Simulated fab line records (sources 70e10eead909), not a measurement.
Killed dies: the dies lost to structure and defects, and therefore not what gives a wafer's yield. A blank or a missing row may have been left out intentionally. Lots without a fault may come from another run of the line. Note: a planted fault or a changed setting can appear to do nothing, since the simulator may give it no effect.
Comparing a struck lot with a sound one + flow nandHarc + 16 steps out of a route of 1302
Sound: the wafers L808.2, L808.3, L808.5. Struck: wafer L810.6. (L810.1, L810.4 of the same lot were not struck and are left out.) The cause comes at the end.
At each step with rows: each side's tool, then ch and its chambers, then its first start. Under that, the readings that differ: sound wafers + struck wafers + difference of the means + sigmas: that difference in standard deviations of wafers without a fault.
alike: same words and numbers on both sides, and readings whose means sit less than 2 such deviations apart. not compared: any withheld reading, any reading some wafer has no value for, any bound like >300 that may hide the same value, and any number with overlapping values for which the record gives no deviation.
A row with sigmas, a row that says differs or no value, or rows on one side alone: a step with any of these is where the two part. When numbers do not overlap yet have no deviation, they are printed without sigmas and do not part them. A reading that every wafer of one side lacks parts them only if that side has two wafers or more.

NHARC_A_DECK1_JOINT_INSPECT_05:
  sound on defectInspect-02 at day 17 13:14; struck on defectInspect-01 at day 19 00:56
  alike: rawDefectCount
following that, 1 step holds no rows for these wafers, namely NHARC_A_ONON_D2_DEP_00 (target thickness 1000 nm).
NHARC_A_ONON_D2_THK_MEAS_02: measures by ellipsometry.
  sound on filmMetro-01 at day 17 13:49; struck on filmMetro-02 at day 19 01:31
  alike: thkNm
following that, 1 step holds no rows for these wafers, namely NHARC_A_ONON_D2_DEP_03 (target thickness 1000 nm).
NHARC_A_ONON_D2_THK_MEAS_05: measures by ellipsometry.
  sound on filmMetro-01 at day 17 14:22; struck on filmMetro-01 at day 19 02:04
  alike: thkNm
following that, 1 step holds no rows for these wafers, namely NHARC_A_ONON_D2_DEP_06 (target thickness 1000 nm).
NHARC_A_ONON_D2_THK_MEAS_08: measures by ellipsometry.
  sound on filmMetro-02 at day 17 15:13; struck on filmMetro-01 at day 19 02:39
  alike: thkNm
following that, 1 step holds no rows for these wafers, namely NHARC_A_ONON_D2_DEP_09 (target thickness 1000 nm).
NHARC_A_ONON_D2_THK_MEAS_11: measures by ellipsometry.
  sound on filmMetro-01 at day 17 15:47; struck on filmMetro-02 at day 19 03:13
  alike: thkNm
following that, 1 step holds no rows for these wafers, namely NHARC_A_ONON_D2_DEP_12 (target thickness 1000 nm).
NHARC_A_ONON_D2_THK_MEAS_14: measures by ellipsometry.
  sound on filmMetro-02 at day 17 16:22; struck on filmMetro-02 at day 19 03:46
  alike: thkNm
then, 1 step without rows for these wafers: NHARC_A_ONON_D2_ANNEAL_15 (time 3600 s).
NHARC_A_ONON_D2_DEP_16: target thk 1000 nm.
  sound on pecvdOnon-01 ch 0, day 17 23:53; struck on pecvdOnon-01 ch 0, day 19 10:55
NHARC_A_ONON_D2_THK_MEAS_18: measures by ellipsometry.
  sound on filmMetro-01 at day 18 00:21; struck on filmMetro-01 at day 19 11:25
| reading    | sound          | struck | difference | sigmas |
|------------|----------------|--------|------------|--------|
| thkNm (nm) | 1009 1010 1011 | 427    | -583       | -53    |
following that, 1 step holds no rows for these wafers, namely NHARC_A_ONON_D2_DEP_19 (target thickness 1000 nm).
-- record jumps: 13 days between struck wafers' starts before vs after; left off in module A_ONON_D2, resumes in module END, first step shown is number 1302 of the route --
NHARC_END_SORT_01:
  sound on prober-02 ch 0, day 29 11:08; struck on prober-01 ch 0, day 32 01:38
| reading       | sound    | struck | difference | sigmas |
|---------------|----------|--------|------------|--------|
| killedAtArray | 49 50 40 | 671    | +625       | +39    |
| killedDies    | 55 57 45 | 677    | +625       | +39    |
  alike: killedAtOther, killedAtPeriphery, killedOpen, killedShort

WHERE THEY PART
First at NHARC_A_ONON_D2_THK_MEAS_18; last, within this record, at NHARC_END_SORT_01.

WHY: what the simulator had put in
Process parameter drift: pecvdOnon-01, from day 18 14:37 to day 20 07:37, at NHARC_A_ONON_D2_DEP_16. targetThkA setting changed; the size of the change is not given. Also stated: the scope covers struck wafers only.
